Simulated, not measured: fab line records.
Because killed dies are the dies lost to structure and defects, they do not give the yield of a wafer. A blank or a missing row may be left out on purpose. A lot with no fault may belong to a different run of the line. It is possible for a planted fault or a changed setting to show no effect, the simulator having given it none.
A struck lot beside a sound one :: flow nandHarc :: 17 out of 1302 route steps
Sound: the wafers L598.1, L598.3, L598.5. Wafers L607.1, L607.5, L607.6 were the ones struck. The cause is named last.
For every step that has rows: the tool of each side, followed by ch and its chambers, followed by its first start. Under that, the readings that differ: sound wafers :: struck wafers :: difference of the means :: sigmas: that difference in standard deviations of wafers without a fault.
alike: readings whose means differ by less than 2 such deviations, and words and numbers that are the same on both sides. not compared: withheld readings, readings that some wafer has no value for, bounds like >300 that may hide the same value, and numbers for which the record gives no deviation and whose values overlap.
A row with sigmas, a row that says differs or no value, or rows on one side alone: a step with any of these is where the two part. Numbers that don't overlap but have no deviation are shown without sigmas and don't part them. A reading that every wafer of one side lacks parts them only if that side has two wafers or more.

NHARC_P_ZERO_WELL_CD_MEAS_24: target cd 720 nm.
  sound on cdSem-03 ch 0, day 4 20:35; struck on cdSem-03 ch 0, day 8 14:20
  alike: cdNm
then, 1 step without rows for these wafers: NHARC_P_ZERO_WELL_HARDBAKE_25 (time 80 s).
NHARC_P_ZERO_WELL_DESCUM_26: chemistry O2, time 3 s.
  sound on rieDiel-07 ch 0,2, day 4 20:44; struck on rieDiel-13 ch 0,1,3, day 8 14:32
  alike: drypumpMotorCurrentA, oesProductAu, rfVppV, showerheadPlenumPTorr, throttleValvePct
  not compared: rfHoursCounterH
then, 9 steps without rows for these wafers: NHARC_P_ZERO_WELL_IMPLANT_27; NHARC_P_ZERO_WELL_IMPLANT_57; NHARC_P_ZERO_WELL_IMPLANT_58; NHARC_P_ZERO_WELL_STRIP_28 (strips in SPM, time 840 s); NHARC_P_ZERO_WELL_DEHYDRATE_29 (time 120 s); NHARC_P_ZERO_WELL_HMDS_30 (time 30 s); NHARC_P_ZERO_WELL_COAT_31; NHARC_P_ZERO_WELL_SOFTBAKE_32 (time 95 s); NHARC_P_ZERO_WELL_EBR_33.
NHARC_P_ZERO_WELL_EXPOSE_34: exposes mask P PWELL, target cd 720 nm.
  sound on krfScanner-02 ch 0, day 5 02:00; struck on krfScanner-01 ch 0, day 8 15:41
reading: mask
sound: P_PWELL#0 P_PWELL#0 P_PWELL#0
struck: P_HVPW#0 P_HVPW#0 P_HVPW#0
difference: differs
sigmas: 
  alike: exposureDoseMJCm2
then, 2 steps without rows for these wafers: NHARC_P_ZERO_WELL_PEB_35 (peb time 85 s); NHARC_P_ZERO_WELL_DEVELOP_36 (time 70 s).
NHARC_P_ZERO_WELL_CD_MEAS_37: target cd 720 nm.
  sound on cdSem-02 ch 0, day 5 02:10; struck on cdSem-02 ch 0, day 8 15:50
reading: cdNm (nm)
sound: 717.5 718.5 719.0
struck: - - -
difference: no value on the struck wafers
sigmas: 
then, 1 step without rows for these wafers: NHARC_P_ZERO_WELL_HARDBAKE_38 (time 80 s).

== WHERE THEY PART ==
Earliest at NHARC_P_ZERO_WELL_EXPOSE_34; latest, in this record, at NHARC_P_ZERO_WELL_CD_MEAS_37.

WHY: what the simulator had put in
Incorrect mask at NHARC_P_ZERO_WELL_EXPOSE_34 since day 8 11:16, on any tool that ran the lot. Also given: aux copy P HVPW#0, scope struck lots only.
